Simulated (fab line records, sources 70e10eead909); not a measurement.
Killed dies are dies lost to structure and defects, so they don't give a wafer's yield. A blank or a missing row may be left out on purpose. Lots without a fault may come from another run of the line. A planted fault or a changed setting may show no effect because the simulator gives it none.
fab line records | flow nand_harc
record lots=6 wafers=18 last_day=32
route steps=1302 shown P_M1@287 P_M2@318 END@1302
lots that met no fault: from a run of the same line without faults
start_h: hours from the record's first day to the start of the lot's first wafer shown | wait_h: hours since the lot's step before | " the same as in the row above | L1.1+2: a row that stands for several wafers | - no value, or no start given | * or withheld: withheld | < > ~ a bound
route shown NAME@n: a module of which the file shows steps, and the number in the route of the first | usual: mean/standard deviation of fault-free wafers | same: alike in all rows | chamber/n: place in a boat | sites: the reading at each site | _std_site: their standard deviation | _edge_site: outer sites' mean less inner sites' | radius_mm: how far each site lies from the wafer's centre | mask NAME#n: copy n | behind: the tool/chamber that last shaped the wafer | hold: why the lot was held/for how many hours/how that ended | device: the transistor (n, p or np) that didn't switch | end of line: the same wafers' tests at the end of the route | a step without rows: its recipe alone | killed: dies lost to structure and defects at the first sort, not the wafer's yield | map: a wafer's dies, x killed, . not, _ none there
set.NAME: the setting as run; set.NAME@STEP: as run at that earlier step | model.NAME: the simulator's own value behind a step, which no gauge read
lots at some steps of the route; a table a step, a row a wafer
services: from which hour (start_h, from the record's first day; less than 0 if before it) a tool's chamber was out of use, for how many hours, and why
## steps
# step NHARC_P_M1_HMDS_02
# recipe time_s=30
# step NHARC_P_M1_COAT_34
# recipe temp_c=200 time_s=65
# step NHARC_P_M1_COAT_03
# recipe spin_rpm=1500 resist_thk_nm=90
# step NHARC_P_M1_SOFTBAKE_04
# recipe temp_c=105 time_s=55
# step NHARC_P_M1_EBR_05
# step NHARC_P_M1_EXPOSE_06
# recipe na=1.35 target_cd_nm=130 dose_mj=81.88 mask_id=P_M1
# step NHARC_P_M1_PEB_07
# recipe peb_temp_c=100 peb_time_s=65
# step NHARC_P_M1_DEVELOP_08
# recipe develop_time_s=35 dev_temp_c=23
# step NHARC_P_M1_CD_MEAS_09
# recipe target_cd_nm=130 landing_energy_ev=500
# usual cd_nm=129.9/0.48
# columns lot.wafer tool chamber start_h wait_h cd_nm
L970.2 cd_sem-02 0 129.55 - 128.9
L970.4 " 0 " " 128.6
L970.6 " 0 " " 128.9
L971.1 cd_sem-02 0 134.59 - 129.4
L971.2 " 0 " " 130.0
L971.6 " 0 " " 129.9
L972.1 cd_sem-03 0 152.77 - 129.5
L972.4 " 0 " " 130.9
L972.5 " 0 " " 130.2
L984.3 cd_sem-03 0 268.07 - 130.2
L984.4 " 0 " " 130.2
L984.5 " 0 " " 129.7
L985.2 cd_sem-03 0 282.05 - 129.1
L985.5 " 0 " " 129.8
L985.6 " 0 " " 129.4
L991.1 cd_sem-01 0 329.38 - 129.7
L991.3 " 0 " " 130.0
L991.5 " 0 " " 129.7
# step NHARC_P_M1_OVL_MEAS_10
# recipe pitch_nm=260
# usual overlay_x_nm=-0.1/0.96 overlay_y_nm=-0.2/0.79
# columns lot.wafer tool chamber start_h wait_h overlay_x_nm overlay_y_nm
L970.2 overlay-01 - 129.64 - -1.2 -0.6
L970.4 " - " " -1.1 -0.4
L970.6 " - " " -1.6 -0.2
L971.1 overlay-02 - 134.68 - 0.9 -1.6
L971.2 " - " " 0.7 -2.0
L971.6 " - " " 0.8 -1.6
L972.1 overlay-01 - 152.88 - -0.5 -0.5
L972.4 " - " " 0.4 -0.5
L972.5 " - " " -0.1 -0.9
L984.3 overlay-02 - 268.15 - -0.6 -0.7
L984.4 " - " " -1.3 -0.4
L984.5 " - " " -1.3 -0.2
L985.2 overlay-01 - 282.14 - 0.3 -0.7
L985.5 " - " " 0.8 -0.6
L985.6 " - " " 1.7 -1.1
L991.1 overlay-02 - 329.47 - -2.0 -1.2
L991.3 " - " " -2.2 -0.9
L991.5 " - " " -2.1 -1.0
# step NHARC_P_M1_INSPECT_11
# usual raw_defect_count=4.6/2.6
# columns lot.wafer tool chamber start_h wait_h raw_defect_count
L970.2 defect_inspect-02 - 129.67 0.0 4
L970.4 " - " " 6
L970.6 " - " " 3
L971.1 defect_inspect-01 - 134.72 0.0 5
L971.2 " - " " 5
L971.6 " - " " 4
L972.1 defect_inspect-01 - 152.91 0.0 8
L972.4 " - " " 2
L972.5 " - " " 6
L984.3 defect_inspect-01 - 268.19 0.0 8
L984.4 " - " " 6
L984.5 " - " " 6
L985.2 defect_inspect-02 - 282.17 0.0 3
L985.5 " - " " 11
L985.6 " - " " 5
L991.1 defect_inspect-02 - 329.51 0.0 2
L991.3 " - " " 4
L991.5 " - " " 7
# step NHARC_P_M1_DESCUM_14
# recipe time_s=3 o2_flow_sccm=200 ar_flow_sccm=0 bias_power_w=0 chemistry=O2
# step NHARC_P_M1_ETCH_35
# recipe target_depth_a=400 overetch_a=120 time_s=43.94 ion_energy_ev=200 n2_flow_sccm=150 h2_flow_sccm=150 ar_flow_sccm=0 rf_w=400 bias_w=150 chemistry=N2/H2
# usual drypump_motor_current_A=5.6/0.32 n2_flow_sccm=149.9/0.48 oes_product_au=1.001/0.0076 rf_vpp_V=430.6/2.8 showerhead_plenum_p_Torr=2.05/0.096 throttle_valve_pct=14.171/0.0097
# columns lot.wafer tool chamber start_h wait_h drypump_motor_current_A n2_flow_sccm oes_product_au rf_hours_counter_h rf_vpp_V showerhead_plenum_p_Torr throttle_valve_pct
L970.2 rie_diel-09 0 129.82 0.1 5.9 150.4 0.995 12 434.7 2.19 14.182
L970.4 " 3 " " 5.2 150.1 0.982 13 430.7 2.05 14.190
L970.6 " 0 " " 5.9 149.9 0.997 - 433.7 2.19 14.170
L971.1 rie_diel-02 1 134.87 0.1 5.6 149.8 1.002 4 430.8 2.10 14.184
L971.2 " 3 " " 5.7 149.2 1.000 5 431.0 2.06 14.171
L971.6 " 1 " " 5.6 150.2 0.996 - 431.3 2.10 14.168
L972.4 rie_diel-09 1 153.06 0.1 5.4 149.6 1.008 0 425.9 1.91 14.173
L972.1 " 2 " " 5.9 149.4 1.004 0 432.7 2.10 14.160
L972.5 " 1 " " 5.5 149.5 1.004 - 425.6 1.91 14.164
L984.3 rie_diel-02 2 268.33 0.1 5.0 150.0 1.003 2 425.3 1.91 14.164
L984.4 " 1 " " 5.6 149.6 0.993 3 432.2 2.09 14.164
L984.5 " 2 " " 5.0 150.2 1.006 - 426.0 1.91 14.161
L985.2 rie_diel-02 0 282.34 0.1 5.7 149.7 1.013 4 429.2 1.97 14.162
L985.5 " 1 " " 5.6 149.7 0.991 - 431.3 2.09 14.181
L985.6 " 2 " " 5.0 150.5 1.004 - 426.3 1.90 14.172
L991.3 rie_diel-09 0 329.66 0.1 5.9 148.9 1.002 0 435.3 2.18 14.170
L991.1 " 1 " " 5.4 150.3 1.000 0 428.2 1.91 14.185
L991.5 " 3 " " 5.2 150.5 0.995 - 430.1 2.05 14.176
# step NHARC_P_M1_ETCH_15
# recipe target_depth_a=1825 time_s=91.2 c4f8_flow_sccm=withheld ar_flow_sccm=400 rf_w=600 bias_w=300 chemistry=C4F8/Ar
# usual oes_product_au=0.961/0.02 rf_vpp_V=440.8/2.9
# columns lot.wafer tool chamber start_h wait_h oes_product_au rf_hours_counter_h rf_vpp_V
L970.4 rie_diel-09 3 - - 0.913 13 440.6
L970.2 " 1 " " 0.929 10 437.4
L970.6 " 2 " " 0.910 - 442.6
L971.1 rie_diel-02 1 - - 0.981 4 442.8
L971.2 " 3 " " 0.956 5 440.4
L971.6 " 1 " " 0.972 - 440.8
L972.1 rie_diel-09 3 - - 0.965 0 441.4
L972.4 " 0 " " 0.968 0 446.0
L972.5 " 2 " " 0.971 - 442.2
L984.3 rie_diel-02 3 - - 0.957 2 439.9
L984.4 " 1 " " 0.973 3 443.1
L984.5 " 0 " " 0.963 - 439.0
L985.2 rie_diel-02 1 - - 0.968 4 441.9
L985.5 " 2 " " 0.962 - 436.5
L985.6 " 3 " " 0.953 - 439.7
L991.3 rie_diel-09 0 - - 0.967 0 444.2
L991.1 " 2 " " 0.973 0 442.5
L991.5 " 1 " " 0.989 - 437.6
# step NHARC_P_M1_CD_MEAS_16
# usual cd_nm=129.8/0.68
# columns lot.wafer tool chamber start_h wait_h cd_nm
L970.2 cd_sem-03 - 130.04 - 128.4
L970.4 " - " " 127.5
L970.6 " - " " 128.2
L971.1 cd_sem-02 - 135.09 - 129.8
L971.2 " - " " 130.9
L971.6 " - " " 130.8
L972.1 cd_sem-03 - 153.28 - 129.8
L972.4 " - " " 130.1
L972.5 " - " " 130.2
L984.3 cd_sem-01 - 268.56 - 130.5
L984.4 " - " " 130.5
L984.5 " - " " 130.2
L985.2 cd_sem-02 - 282.55 - 128.4
L985.5 " - " " 130.7
L985.6 " - " " 128.9
L991.1 cd_sem-01 - 329.87 - 129.6
L991.3 " - " " 129.5
L991.5 " - " " 129.8
# step NHARC_P_M1_STRIP_18
# recipe power_w=1000 n2_flow_sccm=150 h2_flow_sccm=150 ar_flow_sccm=0 bias_w=0 chemistry=N2/H2
# usual drypump_motor_current_A=5.6/0.34 n2_flow_sccm=150.0/0.48 oes_product_au=1.002/0.0069 rf_vpp_V=90.5/0.89 showerhead_plenum_p_Torr=2.03/0.089 throttle_valve_pct=14.170/0.0097
# columns lot.wafer tool chamber start_h wait_h drypump_motor_current_A n2_flow_sccm oes_product_au rf_hours_counter_h rf_vpp_V showerhead_plenum_p_Torr throttle_valve_pct
L970.4 rie_diel-02 0 130.16 0.1 5.7 150.0 1.017 4 89.5 1.98 14.176
L970.2 " 1 " " 5.6 150.1 0.994 4 89.0 2.10 14.158
L970.6 " 2 " " 5.0 149.5 1.007 - 89.5 1.91 14.164
L971.2 rie_diel-02 1 135.16 0.1 5.7 149.8 1.000 4 90.0 2.10 14.184
L971.1 " 0 " " 5.8 149.6 0.991 4 92.0 1.98 14.171
L971.6 " 2 " " 5.0 150.0 1.003 - 90.2 1.91 14.143
L972.1 rie_diel-02 3 153.38 0.1 5.8 150.3 1.004 6 91.8 2.06 14.166
L972.4 " 1 " " 5.7 149.5 1.003 5 90.3 2.10 14.169
L972.5 " 2 " " 5.0 150.1 1.010 - 89.9 1.91 14.168
L984.3 rie_diel-09 2 268.70 0.1 5.9 150.1 1.007 9 91.9 2.10 14.194
L984.5 " 3 " " 5.2 150.7 0.995 - 90.2 2.05 14.176
L984.4 " 2 " " 5.9 150.2 1.011 - 91.2 2.09 14.168
L985.2 rie_diel-02 1 282.67 0.1 5.6 150.0 1.004 4 90.9 2.09 14.175
L985.6 " 3 " " 5.8 150.1 0.993 - 89.7 2.06 14.169
L985.5 " 0 " " 5.7 150.1 1.009 - 90.3 1.97 14.168
L991.1 rie_diel-09 0 329.95 0.1 5.8 149.7 0.999 0 90.0 2.18 14.155
L991.3 " 2 " " 5.8 149.8 1.001 0 89.7 2.09 14.168
L991.5 " 0 " " 5.9 149.3 1.002 - 91.9 2.18 14.165
# step NHARC_P_M1_ETCH_28
# recipe target_depth_a=300 over_etch_frac=0.3 time_s=72.99 ion_energy_ev=150 cf4_flow_sccm=50 n2_flow_sccm=100 ar_flow_sccm=150 rf_w=300 bias_w=100 chemistry=CF4/N2
# step NHARC_P_M1_STRIP_19
# recipe time_s=600 temp_c=30 chemistry=post_etch_residue_remover
# step NHARC_P_M1_DEGAS_29
# recipe temp_c=250 time_s=60
# step NHARC_P_M1_PRE_CLEAN_30
# recipe time_s=30 temp_c=280 gas=H2/He
# step NHARC_P_M1_PVD_20
# recipe target_thk_a=50 bias_v=168.6 power_w=15000 chamber_pressure_pa=0.12 time_s=8.06 substrate_temp_c=50 material=TaN
# step NHARC_P_M1_PVD_21
# recipe target_thk_a=300 chamber_pressure_pa=5 power_w=5000 substrate_temp_c=30 time_s=20.49 material=Cu
# usual substrate_temp_c=30.00/0.11 throttle_valve_pct=30.4/1.2
# columns lot.wafer tool chamber start_h wait_h substrate_temp_c throttle_valve_pct
L970.4 pvd_sputter-02 - - - 29.86 29.6
L970.2 " - " " 30.13 30.9
L970.6 " - " " 29.92 31.4
L971.1 pvd_sputter-01 - - - 29.92 30.9
L971.2 " - " " 29.98 32.7
L971.6 " - " " 29.92 31.5
L972.4 pvd_sputter-03 - - - 29.82 28.4
L972.1 " - " " 29.99 30.6
L972.5 " - " " 29.75 29.8
L984.4 pvd_sputter-01 - - - 29.99 32.3
L984.3 " - " " 29.95 31.1
L984.5 " - " " 30.06 32.2
L985.2 pvd_sputter-01 - - - 30.09 30.4
L985.5 " - " " 29.99 31.3
L985.6 " - " " 30.24 30.2
L991.1 pvd_sputter-02 - - - 30.02 28.8
L991.3 " - " " 30.14 31.7
L991.5 " - " " 29.98 31.2
# step NHARC_P_M1_ECD_22
# recipe target_thk_a=4000 bath_temp_c=25 material=Cu
# step NHARC_P_M1_ANNEAL_31
# recipe temp_c=225 time_s=90
# step NHARC_P_M1_CMP_23
# recipe t_overpolish_s=20 target_thk_nm=157.82
# usual motor_current_A=12.4/0.97 time_to_endpoint_s=28.6/2.5
# columns lot.wafer tool chamber start_h wait_h motor_current_A time_to_endpoint_s
L970.2 cmp-03 3 131.83 - 12.1 27.1
L970.4 " 1 " " 12.4 27.4
L970.6 " 3 " " 12.5 27.5
L971.2 cmp-04 3 136.92 - 12.3 24.7
L971.1 " 2 " " 13.9 24.9
L971.6 " 0 " " 10.8 24.7
L972.4 cmp-02 0 155.13 - 13.2 25.2
L972.1 " 2 " " 13.4 24.7
L972.5 " 3 " " 11.6 26.8
L984.4 cmp-04 1 270.41 - 11.3 27.7
L984.3 " 2 " " 13.5 29.7
L984.5 " 1 " " 11.1 28.5
L985.2 cmp-04 0 284.45 - 10.1 32.3
L985.5 " 1 " " 10.9 30.2
L985.6 " 2 " " 12.7 32.6
L991.3 cmp-03 1 331.71 - 13.0 30.7
L991.1 " 2 " " 11.7 33.6
L991.5 " 1 " " 12.1 33.2
# step NHARC_P_M1_THK_MEAS_24
# recipe thk_meas_gauge=xrf
# usual thk_nm=158.1/1.4
# columns lot.wafer tool chamber start_h wait_h thk_nm
L970.2 film_metro-02 - 132.15 - 157.0
L970.4 " - " " 159.5
L970.6 " - " " 158.8
L971.1 film_metro-02 - 137.23 - 159.4
L971.2 " - " " 156.8
L971.6 " - " " 158.7
L972.1 film_metro-02 - 155.42 - 158.7
L972.4 " - " " 156.7
L972.5 " - " " 157.9
L984.3 film_metro-02 - 270.72 - 158.6
L984.4 " - " " 158.4
L984.5 " - " " 157.0
L985.2 film_metro-01 - 284.68 - 158.2
L985.5 " - " " 157.7
L985.6 " - " " 157.9
L991.1 film_metro-01 - 332.00 - 157.6
L991.3 " - " " 159.3
L991.5 " - " " 161.0
# step NHARC_P_M1_SRD_25
# step NHARC_P_M1_PRE_CLEAN_32
# recipe time_s=12 temp_c=370 rf_power_w=300 gas=NH3
# usual heater_power_w=628/55
# columns lot.wafer tool chamber start_h wait_h heater_power_w
L970.2 pecvd-04 1 132.37 0.1 738
L970.4 " 1 " " 725
L970.6 " 2 " " 602
L971.1 pecvd-03 1 137.46 0.1 591
L971.2 " 2 " " 591
L971.6 " 1 " " 597
L972.1 pecvd-04 0 155.67 0.1 656
L972.4 " 1 " " 743
L972.5 " 0 " " 669
L984.3 pecvd-01 0 270.97 0.1 633
L984.4 " 2 " " 660
L984.5 " 0 " " 637
L985.2 pecvd-04 0 284.93 0.1 697
L985.5 " 1 " " 664
L985.6 " 2 " " 683
L991.1 pecvd-03 2 332.24 0.1 602
L991.3 " 0 " " 620
L991.5 " 0 " " 637
# step NHARC_P_M1_DEP_33
# recipe target_thk_a=300 temp_c=370 target_thk_nm=30 pressure_torr=3 flow_sccm=200 rf_w=450 material=SiCN
# step NHARC_P_M2_DEP_00
# recipe target_thk_a=1825 target_thk_nm=182.5 temp_c=withheld pressure_torr=5 flow_sccm=200 rf_w=600 material=SiOC
# step NHARC_P_M2_DEHYDRATE_01
# recipe temp_c=150 time_s=120
# step NHARC_P_M2_HMDS_02
# recipe time_s=30
# step NHARC_P_M2_COAT_34
# recipe temp_c=200 time_s=65
# step NHARC_P_M2_COAT_03
# recipe spin_rpm=1500 resist_thk_nm=90
# step NHARC_P_M2_SOFTBAKE_04
# recipe temp_c=105 time_s=55
# step NHARC_P_M2_EBR_05
# step NHARC_P_M2_EXPOSE_06
# recipe na=1.35 target_cd_nm=170 dose_mj=80.78 mask_id=P_M2
# step NHARC_P_M2_PEB_07
# recipe peb_temp_c=100 peb_time_s=65
# step NHARC_P_M2_DEVELOP_08
# recipe develop_time_s=35 dev_temp_c=23
# step NHARC_P_M2_CD_MEAS_09
# recipe target_cd_nm=170 landing_energy_ev=500
# usual cd_nm=169.9/0.51
# columns lot.wafer tool chamber start_h wait_h cd_nm
L970.2 cd_sem-03 0 133.80 - 170.3
L970.4 " 0 " " 170.0
L970.6 " 0 " " 169.4
L971.1 cd_sem-03 0 138.65 - 169.7
L971.2 " 0 " " 170.0
L971.6 " 0 " " 170.8
L972.1 cd_sem-03 0 156.97 - 170.1
L972.4 " 0 " " 169.8
L972.5 " 0 " " 169.6
L984.3 cd_sem-03 0 272.27 - 170.1
L984.4 " 0 " " 170.5
L984.5 " 0 " " 169.8
L985.2 cd_sem-02 0 286.23 - 169.2
L985.5 " 0 " " 169.2
L985.6 " 0 " " 169.7
L991.1 cd_sem-01 0 333.42 - 169.8
L991.3 " 0 " " 170.3
L991.5 " 0 " " 169.9
# step NHARC_END_SORT_01
# recipe temp_c=25
# usual defect_limited_yield=91/3.4 killed_at_array=57/24 killed_at_other=0.7/0.94 killed_at_periphery=3.8/2.5 killed_dies=62/23 killed_open=3.1/1.8 killed_short=2.5/1.6
# same gross_dies=677
# columns lot.wafer tool chamber start_h wait_h defect_limited_yield[%] killed_at_array killed_at_other killed_at_periphery killed_dies killed_open killed_short
L971.1 prober-02 0 595.63 2.5 91 54 0 6 60 8 1
L971.2 prober-02 0 596.44 2.8 92 52 1 2 55 3 3
L971.6 prober-02 0 599.68 4.1 91 56 1 7 64 4 6
L984.3 prober-02 0 706.14 3.1 77 68 0 90 158 3 4
L984.4 prober-02 0 706.95 3.4 88 74 0 6 80 1 3
L984.5 prober-02 0 707.76 3.7 75 68 0 98 166 6 4
L985.2 prober-02 0 713.18 2.8 95 31 0 4 35 1 5
L985.5 prober-02 0 715.61 3.7 94 32 1 8 41 8 2
L985.6 prober-02 0 716.42 4.1 82 27 3 92 122 3 3
# killed by level:class
L971.1 A_CHANNEL_HOLE_D1:chamber_film_flake=31 A_CHANNEL_HOLE_D2:chamber_film_flake=11 P_ZERO_WELL:chamber_film_flake=3 A_STAIRCASE:chamber_film_flake=3 A_CHANNEL_FILL_D2:geometric_particle:open=2 A_M0:geometric_particle:open=2 P_GATE:geometric_particle:open=1 P_CONTACT:geometric_particle:open=1
L971.2 A_CHANNEL_HOLE_D1:chamber_film_flake=36 A_CHANNEL_HOLE_D2:chamber_film_flake=8 A_CHANNEL_FILL_D2:geometric_particle:open=2 A_ONON_D1:geometric_particle:open=1 A_CHANNEL_FILL_D1:geometric_particle:short=1 A_ONON_D2:geometric_particle:short=1 A_CHANNEL_FILL_D2:geometric_particle:short=1 P_ZERO_WELL:chamber_film_flake=1
L971.6 A_CHANNEL_HOLE_D1:chamber_film_flake=32 A_CHANNEL_HOLE_D2:chamber_film_flake=7 A_STAIRCASE:chamber_film_flake=5 A_CONTACT:chamber_film_flake=4 P_CONTACT:geometric_particle:open=2 A_DECK1_JOINT:geometric_particle:short=2 P_ZERO_WELL:chamber_film_flake=2 P_STI:chamber_film_flake=2
L984.3 P_M1:unspecified=84 A_SLIT:chamber_film_flake=27 A_CHANNEL_HOLE_D2:chamber_film_flake=16 A_CHANNEL_HOLE_D1:chamber_film_flake=6 A_CONTACT:chamber_film_flake=6 A_ONON_D2:geometric_particle:short=3 A_STAIRCASE:chamber_film_flake=3 P_GATE:chamber_film_flake=3
L984.4 A_SLIT:chamber_film_flake=30 A_CHANNEL_HOLE_D2:chamber_film_flake=17 A_CONTACT:chamber_film_flake=7 A_CHANNEL_HOLE_D1:chamber_film_flake=6 A_STAIRCASE:chamber_film_flake=6 P_GATE:chamber_film_flake=4 P_BONDPAD:chamber_film_flake=2 A_SGD_CUT:chamber_film_flake=2
L984.5 P_M1:unspecified=89 A_SLIT:chamber_film_flake=26 A_CHANNEL_HOLE_D2:chamber_film_flake=11 A_CONTACT:chamber_film_flake=9 A_CHANNEL_HOLE_D1:chamber_film_flake=8 P_GATE:chamber_film_flake=3 A_CHANNEL_HOLE_D1:geometric_particle:open=2 P_M2:chamber_film_flake=2
L985.2 A_CHANNEL_HOLE_D1:chamber_film_flake=10 A_SLIT:chamber_film_flake=6 A_CONTACT:chamber_film_flake=5 P_GATE:chamber_film_flake=2 P_M0:geometric_particle:short=1 A_ONON_D1:geometric_particle:open=1 A_CHANNEL_HOLE_D1:geometric_particle:short=1 A_CHANNEL_FILL_D1:geometric_particle:short=1
L985.5 A_CHANNEL_HOLE_D1:chamber_film_flake=9 P_GATE:chamber_film_flake=7 A_SLIT:chamber_film_flake=6 A_CONTACT:chamber_film_flake=5 P_M0:geometric_particle:short=1 A_ONON_D1:geometric_particle:open=1 A_CHANNEL_FILL_D1:geometric_particle:open=1 A_DECK1_JOINT:geometric_particle:open=1
L985.6 P_M1:unspecified=87 A_CHANNEL_HOLE_D1:chamber_film_flake=8 A_STAIRCASE:chamber_film_flake=6 P_GATE:chamber_film_flake=4 A_CONTACT:chamber_film_flake=4 THIN_TSV:chamber_film_flake=3 A_WL_FILL:chamber_film_flake=2 P_M1:geometric_particle:open=1
# map L984.5 (x killed, . not)
____________.____________
_________......._________
_______...x......._______
______.............______
_____.x............._____
____.x...............____
____.............x...____
___x..x.....x.x.....x.___
___............x......___
__x...xxx.x..x...x.....__
__....xxxxx....x.x..x..__
_..x.xxxxxxx...xx......._
_...xxxxxxxxx..........._
_...xxxxxxxxx........x.._
_...xxxxxxxxx......x...._
_...xxxxxxxx......x...x._
....xxxxxxxxx.x...x......
....xxxxxxxx.............
....xxxxxxx.......x......
.....xxxxxxx......x......
.....xxxxxx..............
_.x..xx..............x.._
_..x.................x.._
_...........x..x........_
_......xx...x.x........._
_........x.xx..x...x...._
__........xxxxx.......x__
__........xxxxx........__
___.......xxxxx.......___
___........xxx........___
____.....xxxxxxx.....____
____......x..xx......____
_____....x.xx......._____
______......x......______
_______......x...._______
_________......._________
____________.____________
# map L985.6 (x killed, . not)
____________.____________
_________......._________
_______..........._______
______.........xxx.______
_____..........xx..._____
____...........x.....____
____.................____
___.......x....x......___
___.....x..x...xx.....___
__....xxxxx..x.........__
__...xxxxxxx.x..x......__
_.....xxx.x.....x..x...._
_.xx..xxxxxx..x........._
_..xxxxxxxxx.......x...._
_...xxxxxxxx.x.........._
_x..xxxxxxxxx..........._
....xxxxxxxxx...........x
.....xxxxxxx.............
.....xxxxxx.x............
.....xxxxxxx..x..........
.x...xx.xx...............
_...x.x................._
_.x....x................_
_......................._
_..x...............x...._
_.x..xx................._
__.....................__
__.....................__
___...x.x...x.........___
___...............x...___
____.................____
____......x..........____
_____..............._____
______.............______
_______..........._______
_________......._________
____________.____________
## services
# columns tool chamber start_h hours kind
rie_diel-09 3 108.30 14.2 repair
cmp-04 - 113.93 4.0 pm
cmp-04 - 128.10 2.0 repair
pvd_sputter-02 - 139.26 1.1 repair
rie_diel-09 - 143.18 9.0 pm
cmp-03 - 172.45 4.0 pm
pvd_sputter-01 - 177.38 0.7 repair
cmp-04 - 179.21 2.6 repair
rie_diel-02 1 182.63 2.4 repair
pecvd-03 - 185.00 13.0 pm
rie_diel-09 1 190.10 4.6 repair
cmp-04 - 211.93 4.0 pm
rie_diel-02 - 216.70 9.0 pm
pvd_sputter-01 - 220.11 1.6 repair
pvd_sputter-01 - 226.28 10.0 pm
cmp-04 - 227.15 3.2 repair
rie_diel-02 0 229.65 1.4 repair
pvd_sputter-01 - 243.07 6.7 repair
rie_diel-09 1 268.14 5.7 repair
pecvd-04 - 269.49 13.0 pm
cmp-04 - 310.06 4.0 pm
pvd_sputter-01 - 314.06 4.6 repair
rie_diel-09 - 320.18 9.0 pm
rie_diel-02 1 320.88 7.8 repair
## key
first_sign step=NHARC_END_SORT_01 reading=killed_at_periphery direction=up sigmas=36 usual=3.8 struck=93.3
effect step=NHARC_END_SORT_01 reading=killed_dies direction=up sigmas=3.7 usual=62 struck=149
more_kills_born_at NHARC_P_M1_ETCH_35@rie_diel-02=260
met_at NHARC_P_M1_ETCH_35
struck_wafers L984.3,L984.5,L985.6
fault kind=chamber_particle_source tool=rie_diel-02 chamber=2 onset_h=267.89 steps=NHARC_P_M1_ETCH_35 rate_per_visit_cm2=1.048 end_h=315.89
